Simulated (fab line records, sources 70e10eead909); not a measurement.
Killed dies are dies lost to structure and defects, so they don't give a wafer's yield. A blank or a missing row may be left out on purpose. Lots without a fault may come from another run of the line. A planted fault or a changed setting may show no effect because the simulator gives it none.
A struck lot beside a sound one | flow nand_harc | 14 steps out of a route of 1302
Sound: wafers L961.2, L961.3, L961.6. Struck: wafers L974.4, L974.5. (L974.2 of the same lot was not struck and is left out.) The cause comes at the end.
At each step with rows: each side's tool, then ch and its chambers, then its first start. Under that, the readings that differ: sound wafers | struck wafers | difference of the means | sigmas: that difference in standard deviations of wafers without a fault.
alike: readings whose means differ by less than 2 such deviations, and words and numbers that are the same on both sides. not compared: withheld readings, readings that some wafer has no value for, bounds like >300 that may hide the same value, and numbers for which the record gives no deviation and whose values overlap.
The two part at a step that has a row with sigmas, a row that says differs or no value, or rows on one side only. Numbers that don't overlap but have no deviation are shown without sigmas and don't part them. A reading that every wafer of one side lacks parts them only if that side has two wafers or more.

NHARC_A_CONTACT_ETCH_134: etches the open film in C4F8/O2/Ar, time 140 s, target depth 700 nm.
  sound on har_cap_etch-01 ch 0,1, day 26 14:58; struck on har_cap_etch-03 ch 0,1, day 31 12:35
  reading          | sound             | struck      | difference | sigmas
  run_length_s (s) | 142.1 141.8 142.7 | 141.1 141.2 | -1.1       | -3
  alike: chamber_pressure_mTorr
  not compared: rf_hours_counter_h
then, 1 step without rows for these wafers: NHARC_A_CONTACT_ETCH_135 (etches the open film in C4F8/O2/Ar, time 311 s, target depth 1912 nm).
NHARC_A_CONTACT_ETCH_136: etches the open film in C4F8/O2/Ar, time 311 s, target depth 1912 nm.
  sound on har_cap_etch-01 ch 0,1, day 26 15:27; struck on har_cap_etch-03 ch 0,1, day 31 13:04
  alike: chamber_pressure_mTorr
  not compared: rf_hours_counter_h, run_length_s
then, 2 steps without rows for these wafers: NHARC_A_CONTACT_ETCH_137 (etches the open film in C4F8/O2/Ar, time 311 s, target depth 1912 nm); NHARC_A_CONTACT_ETCH_138 (etches the open film in C4F8/O2/Ar, time 311 s, target depth 1914 nm).
NHARC_A_CONTACT_ETCH_139: etches the open film in C4F8/O2/Ar, time 195 s, target depth 840 nm.
  sound on har_cap_etch-01 ch 0,1, day 26 16:16; struck on har_cap_etch-03 ch 0,1, day 31 13:53
  reading          | sound             | struck      | difference | sigmas
  run_length_s (s) | 227.4 226.6 226.8 | 226.0 226.1 | -0.9       | -2
  alike: chamber_pressure_mTorr
  not compared: rf_hours_counter_h
NHARC_A_CONTACT_ETCH_92: etches the open film in CH3F/O2, target depth 40 nm, time 85.7 s.
  sound on rie_diel-08 ch 1,2, day 26 16:56; struck on rie_diel-02 ch 0,3, day 31 14:25
  reading               | sound             | struck      | difference | sigmas
  oes_product_au (a.u.) | 0.990 1.002 1.006 | 0.917 0.924 | -0.079     | -3
  run_length_s (s)      | 106.8 107.6 107.0 | 106.2 106.4 | -0.8       | -2
  alike: chamber_pressure_mTorr, drypump_motor_current_A, rf_fwd_power_W, rf_vpp_V, showerhead_plenum_p_Torr, throttle_valve_pct
  not compared: rf_hours_counter_h
then, 1 step without rows for these wafers: NHARC_A_CONTACT_ETCH_98 (etches the open film in C4F6/O2, target depth 20 nm, time 10 s).
NHARC_A_CONTACT_CD_MEAS_15:
  sound on cd_sem-03, day 26 17:10; struck on cd_sem-01, day 31 14:37
  reading    | sound             | struck      | difference | sigmas
  cd_nm (nm) | 190.2 189.5 189.4 | 190.5 191.3 | +1.2       | +2
then, 3 steps without rows for these wafers: NHARC_A_CONTACT_STRIP_107 (strips in N2/H2); NHARC_A_CONTACT_STRIP_108 (strips in CF4/CHF3); NHARC_A_CONTACT_STRIP_109 (strips in O2/COS).
NHARC_A_CONTACT_ETCH_110: etches the open film in CF4/O2, target depth 60 nm, overetch 6 nm, time 33 s.
  sound on rie_diel-08 ch 0,1, day 26 17:34; struck on rie_diel-08 ch 0,2, day 31 15:41
  reading            | sound             | struck    | difference                    | sigmas
  rf_fwd_power_W (W) | 292.1 296.7 296.9 | - -       | no value on the struck wafers |
  run_length_s (s)   | 54.4 54.1 54.4    | 51.6 52.0 | -2.5                          | -8
  alike: chamber_pressure_mTorr, drypump_motor_current_A, oes_o_777_au, oes_product_au, rf_vpp_V, showerhead_plenum_p_Torr, throttle_valve_pct
  not compared: rf_hours_counter_h
NHARC_A_CONTACT_STRIP_26: strips in O2.
  sound on rie_diel-08 ch 0,2; struck on rie_diel-08 ch 2,3
  alike: chamber_pressure_mTorr, drypump_motor_current_A, oes_product_au, rf_vpp_V, showerhead_plenum_p_Torr, throttle_valve_pct
  not compared: rf_hours_counter_h

WHERE THEY PART
First at NHARC_A_CONTACT_ETCH_134; last, within this record, at NHARC_A_CONTACT_ETCH_110. Later steps at which nothing parts them and some readings are alike: NHARC_A_CONTACT_STRIP_26.

WHY: what the simulator had put in
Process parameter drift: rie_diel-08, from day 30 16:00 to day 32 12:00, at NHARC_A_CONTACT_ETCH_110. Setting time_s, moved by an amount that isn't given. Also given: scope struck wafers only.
